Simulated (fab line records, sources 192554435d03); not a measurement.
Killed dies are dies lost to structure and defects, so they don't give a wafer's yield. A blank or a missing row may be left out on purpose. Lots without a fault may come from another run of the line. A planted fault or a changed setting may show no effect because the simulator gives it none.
Which tool did it? | flow n5_finfet | 8 lots, 24 wafers sampled, at 7 steps of a route of 1938

WHAT THE GAUGES READ, wafer by wafer
N5_SD_EPI_N_EPI_MEAS_23. Usual: thk_nm 59.5 nm, standard deviation 1.2.
lot  | measured    | on            | thk_nm (nm)    | flag
L698 | day 3 17:14 | film_metro-02 | 61.7 60.0 58.8 |
L700 | day 4 04:41 | film_metro-02 | 58.9 59.5 58.7 |
L703 | day 4 22:07 | film_metro-01 | 61.6 59.9 60.3 |
L705 | day 5 11:41 | film_metro-01 | 58.6 59.6 58.4 |
L713 | day 7 13:10 | film_metro-01 | 57.8 60.7 59.8 |
L717 | day 8 11:23 | film_metro-01 | 54.4 53.4 53.3 | OFF
L718 | day 8 18:07 | film_metro-01 | 56.3 54.0 54.1 | OFF
L719 | day 8 20:58 | film_metro-02 | 59.4 57.2 56.3 |

N5_SD_ACTIVATION_RS_MEAS_03: measures by four-point-probe. Usual: RS_SD_N 21.79 ohm/sq, standard deviation 0.27; RS_SD_P 55.5 ohm/sq, standard deviation 0.83.
lot  | measured    | on            | RS_SD_N (ohm/sq)  | RS_SD_P (ohm/sq) | flag
L698 | day 3 22:29 | film_metro-02 | 21.65 21.81 21.60 | 56.9 56.2 56.6   |
L700 | day 4 10:20 | film_metro-01 | 22.31 22.00 22.15 | 55.5 55.3 56.1   |
L703 | day 5 03:35 | film_metro-02 | 21.77 21.43 21.71 | 55.7 56.0 55.1   |
L705 | day 5 16:58 | film_metro-01 | 21.80 21.64 21.57 | 54.4 55.9 55.4   |
L713 | day 7 19:20 | film_metro-01 | 21.96 21.95 21.74 | 55.2 55.2 54.0   |
L717 | day 8 16:41 | film_metro-02 | 23.44 23.42 23.39 | 55.6 56.4 55.6   | OFF
L718 | day 8 23:18 | film_metro-01 | 23.64 23.44 23.79 | 54.8 55.3 55.0   | OFF
L719 | day 9 02:11 | film_metro-01 | 21.56 21.70 21.82 | 55.6 55.4 55.5   |

N5_BEOL_M4_RC_MEAS_101. Usual: DIBL_N 36.4 mV/V, standard deviation 1.2; DIBL_P 36.1 mV/V, standard deviation 1.6; IOFF_N 0.156 nA/um, standard deviation 0.024; IOFF_P 0.21 nA/um, standard deviation 0.031; ION_N 674 uA/um, standard deviation 11; ION_P 463 uA/um, standard deviation 6.9; RS_SD_N 28.2 ohm/sq, standard deviation 0.35; SS_N 71.5 mV/dec, standard deviation 0.5; SS_P 73.2 mV/dec, standard deviation 0.55; VT_N 250.0 mV, standard deviation 2.9; VT_P -250 mV, standard deviation 3.6.
lot  | measured     | on        | DIBL_N (mV/V)  | DIBL_P (mV/V)  | IOFF_N (nA/um)    | IOFF_P (nA/um) | ION_N (uA/um) | ION_P (uA/um) | RS_SD_N (ohm/sq) | SS_N (mV/dec)  | SS_P (mV/dec)  | VT_N (mV)         | VT_P (mV)      | flag
L698 | day 8 05:44  | prober-01 | 37.3 38.7 36.8 | 38.3 39.4 37.6 | 0.181 0.208 0.167 | 0.23 0.24 0.21 | 680 684 674   | 469 464 459   | 28.1 27.8 27.6   | 72.1 72.1 72.4 | 73.3 73.8 73.3 | 247.3 244.2 247.0 | -250 -249 -251 |
L700 | day 8 21:00  | prober-02 | 37.3 35.2 36.6 | 39.6 37.1 38.4 | 0.204 0.160 0.183 | 0.26 0.22 0.24 | 698 669 676   | 473 459 461   | 28.5 28.6 28.7   | 72.3 71.4 71.8 | 73.9 73.7 73.5 | 245.0 249.5 247.5 | -250 -248 -250 |
L703 | day 9 03:59  | prober-02 | 34.6 35.2 36.4 | 33.9 35.1 36.3 | 0.136 0.148 0.181 | 0.20 0.22 0.25 | 661 678 688   | 466 468 482   | 28.0 28.2 28.2   | 70.7 71.2 71.6 | 73.5 73.2 73.9 | 250.5 251.3 246.8 | -249 -247 -246 |
L705 | day 10 06:21 | prober-02 | 39.1 37.1 38.8 | 38.8 35.5 38.1 | 0.219 0.158 0.207 | 0.26 0.21 0.25 | 698 676 698   | 476 466 471   | 28.2 28.2 27.9   | 72.2 71.5 71.7 | 73.5 73.5 73.9 | 243.5 249.8 244.3 | -246 -249 -246 |
L713 | day 11 17:59 | prober-01 | 35.7 35.9 36.2 | 34.8 35.4 35.9 | 0.138 0.143 0.145 | 0.19 0.21 0.21 | 668 668 669   | 461 461 466   | 28.1 28.3 28.0   | 70.4 71.3 71.4 | 73.1 72.7 72.7 | 249.6 248.5 249.6 | -249 -250 -248 |
L717 | day 13 12:59 | prober-02 | 37.5 36.1 36.3 | 36.8 34.9 34.9 | 0.152 0.127 0.134 | 0.20 0.18 0.18 | 671 665 678   | 464 462 464   | 30.3 31.1 30.6   | 71.8 71.3 71.2 | 72.6 72.5 72.6 | 252.3 253.6 254.3 | -254 -254 -255 | OFF
L718 | day 14 02:38 | prober-02 | 37.4 36.5 36.4 | 37.7 36.1 36.2 | 0.179 0.154 0.154 | 0.23 0.20 0.20 | 664 654 666   | 464 455 460   | 30.4 30.6 30.7   | 71.8 71.3 71.6 | 74.1 73.4 73.5 | 248.1 252.4 250.6 | -249 -253 -253 | OFF
L719 | day 14 02:44 | prober-01 | 35.8 35.0 35.1 | 35.8 34.4 34.8 | 0.156 0.141 0.140 | 0.19 0.17 0.17 | 678 674 681   | 464 452 464   | 28.0 27.9 28.3   | 71.4 72.0 71.5 | 73.8 73.3 72.8 | 248.1 251.6 248.5 | -253 -255 -254 |

WHICH TOOL RAN EACH LOT (tool, then ch and the chambers of the sampled wafers, then the start)
lot  | N5_SPACER0_ALD_08                | N5_SD_EPI_N_DESCUM_14             | N5_SD_EPI_N_STRIP_38                | N5_SD_EPI_N_EPI_21
L698 | ald_sin-04 ch 1,2,3, day 3 12:52 | rie_diel-03 ch 1,2,3, day 3 13:37 | plasma_asher-01 ch 0,1, day 3 14:38 | epi_rpcvd-03 ch 0, day 3 15:31
L700 | ald_sin-04 ch 0,1, day 4 00:10   | rie_diel-02 ch 0,1,3, day 4 01:17 | plasma_asher-01 ch 0,1, day 4 02:04 | epi_rpcvd-04 ch 0, day 4 02:58
L703 | ald_sin-04 ch 1,2,3, day 4 17:35 | rie_diel-01 ch 0,1,3, day 4 18:41 | plasma_asher-02 ch 0,1, day 4 19:29 | epi_rpcvd-03 ch 0, day 4 20:41
L705 | ald_sin-02 ch 0,1, day 5 07:29   | rie_diel-03 ch 0,2,3, day 5 08:17 | plasma_asher-02 ch 0,1, day 5 09:05 | epi_rpcvd-03 ch 0, day 5 10:31
L713 | ald_sin-03 ch 0,1,3, day 7 09:08 | rie_diel-03 ch 0,1,3, day 7 09:47 | plasma_asher-02 ch 0, day 7 10:34   | epi_rpcvd-04 ch 0, day 7 11:28
L717 | ald_sin-02 ch 0,1,2, day 8 07:21 | rie_diel-01 ch 0,3, day 8 08:00   | plasma_asher-02 ch 0,1, day 8 08:47 | epi_rpcvd-04 ch 0, day 8 09:57
L718 | ald_sin-02 ch 0,2,3, day 8 14:02 | rie_diel-02 ch 1,2,3, day 8 14:43 | plasma_asher-02 ch 0,1, day 8 15:30 | epi_rpcvd-04 ch 0, day 8 16:24
L719 | ald_sin-02 ch 0,1,3, day 8 16:56 | rie_diel-03 ch 2,3, day 8 17:35   | plasma_asher-01 ch 0,1, day 8 18:22 | epi_rpcvd-03 ch 0, day 8 19:15
- N5_SPACER0_ALD_08: deposits SiNx, target thk 2 nm.
- N5_SD_EPI_N_DESCUM_14: chemistry O2, time 7.9 s.
- N5_SD_EPI_N_STRIP_38: strips in N2/H2.
- N5_SD_EPI_N_EPI_21: deposits Si:P, time 690 s.

WHAT THE TOOLS THEMSELVES READ (means of the sampled wafers that have a number; where no wafer has one, the mark that the record gives instead)
N5_SPACER0_ALD_08. Usual: heater_power_w 851 W, standard deviation 79.
lot  | tool       | heater_power_w (W) | flag
L698 | ald_sin-04 | 785                |
L700 | ald_sin-04 | 788                |
L703 | ald_sin-04 | 792                |
L705 | ald_sin-02 | 850                |
L713 | ald_sin-03 | 865                |
L717 | ald_sin-02 | 879                |
L718 | ald_sin-02 | 856                |
L719 | ald_sin-02 | 844                |

N5_SD_EPI_N_DESCUM_14. Usual: drypump_motor_current_A 5.9 A, standard deviation 0.45; oes_product_au 0.77 a.u., standard deviation 0.082; rf_vpp_V 243.1 V, standard deviation 1.4; showerhead_plenum_p_Torr 2.09 Torr, standard deviation 0.07; temp_c 39.99 C, standard deviation 0.11; throttle_valve_pct 20.29 %, standard deviation 0.25.
lot  | tool        | drypump_motor_current_A (A) | oes_product_au (a.u.) | rf_vpp_V (V) | showerhead_plenum_p_Torr (Torr) | temp_c (C) | throttle_valve_pct (%) | flag
L698 | rie_diel-03 | 6.2                         | 0.75                  | 243.1        | 2.09                            | 40.05      | 20.46                  |
L700 | rie_diel-02 | 5.4                         | 0.80                  | 242.9        | 2.08                            | 40.03      | 20.16                  |
L703 | rie_diel-01 | 6.1                         | 0.87                  | 244.6        | 2.14                            | 39.83      | 20.11                  |
L705 | rie_diel-03 | 6.3                         | 0.72                  | 242.7        | 2.05                            | 40.13      | 20.43                  |
L713 | rie_diel-03 | 6.1                         | 0.70                  | 242.7        | 2.10                            | 40.02      | 20.48                  |
L717 | rie_diel-01 | 6.2                         | 0.94                  | 243.9        | 2.17                            | 40.02      | 19.90                  |
L718 | rie_diel-02 | 5.4                         | 0.80                  | 243.2        | 2.08                            | 40.00      | 20.44                  |
L719 | rie_diel-03 | 6.3                         | 0.70                  | 241.9        | 2.04                            | 39.97      | 20.65                  |

N5_SD_EPI_N_STRIP_38. Usual: drypump_motor_current_A 5.86 A, standard deviation 0.15; heater_power_w 341 W, standard deviation 22; oes_product_au 0.761 a.u., standard deviation 0.012; temp_c 250.01 C, standard deviation 0.21.
lot  | tool            | drypump_motor_current_A (A) | heater_power_w (W) | oes_product_au (a.u.) | temp_c (C) | flag
L698 | plasma_asher-01 | 5.99                        | 364                | 0.765                 | 249.94     |
L700 | plasma_asher-01 | 5.99                        | 342                | 0.755                 | 250.02     |
L703 | plasma_asher-02 | 5.84                        | 326                | 0.760                 | 250.09     |
L705 | plasma_asher-02 | 5.81                        | 329                | 0.763                 | 250.00     |
L713 | plasma_asher-02 | 5.63                        | 348                | 0.761                 | 250.26     |
L717 | plasma_asher-02 | 5.81                        | 331                | 0.761                 | 250.15     |
L718 | plasma_asher-02 | 5.81                        | 336                | 0.758                 | 249.69     |
L719 | plasma_asher-01 | 5.98                        | 342                | 0.761                 | 249.95     |

N5_SD_EPI_N_EPI_21. Usual: susceptor_temp_C 680.0 C, standard deviation 0.32; susceptor_temp_C_max 681.6, standard deviation 0.75.
lot  | tool         | susceptor_temp_C (C) | susceptor_temp_C_max | flag
L698 | epi_rpcvd-03 | 680.3                | 681.5                |
L700 | epi_rpcvd-04 | 679.8                | 681.3                |
L703 | epi_rpcvd-03 | 679.6                | 681.0                |
L705 | epi_rpcvd-03 | 679.9                | 681.2                |
L713 | epi_rpcvd-04 | 680.1                | 681.5                |
L717 | epi_rpcvd-04 | 674.1                | 675.4                | OFF
L718 | epi_rpcvd-04 | 674.7                | 676.0                | OFF
L719 | epi_rpcvd-03 | 680.5                | 681.6                |

THE ANSWER, worked out from the rows above alone
Rule: a lot is off if the mean of its wafers that have a number lies more than 3 standard deviations from the usual mean. A lot without any number at a reading at which 4 lots or more have one is off too. The other lots that the step has rows for count as sound. The gauges are gone through in route order, then the tools' own readings, and for those a lot's mean is taken as printed above. The first step at which some lot is off is used, and at that step the reading that is off furthest; a lot without a number counts as furthest.
Off: L717, L718, at N5_SD_EPI_N_EPI_MEAS_23 (thk_nm).
A tool fits if, at a process step before that reading, it ran every lot that is off, and no sound lot after the first of them. The gauges at N5_SD_EPI_N_EPI_MEAS_23 aren't tried: what is off there is off at N5_BEOL_M4_RC_MEAS_101 too, on other tools, and a gauge's error can't cause that. Can't be told from this: 2 tools fit, plasma_asher-02 at N5_SD_EPI_N_STRIP_38, epi_rpcvd-04 at N5_SD_EPI_N_EPI_21.

WHAT THE SIMULATOR HAD PUT IN
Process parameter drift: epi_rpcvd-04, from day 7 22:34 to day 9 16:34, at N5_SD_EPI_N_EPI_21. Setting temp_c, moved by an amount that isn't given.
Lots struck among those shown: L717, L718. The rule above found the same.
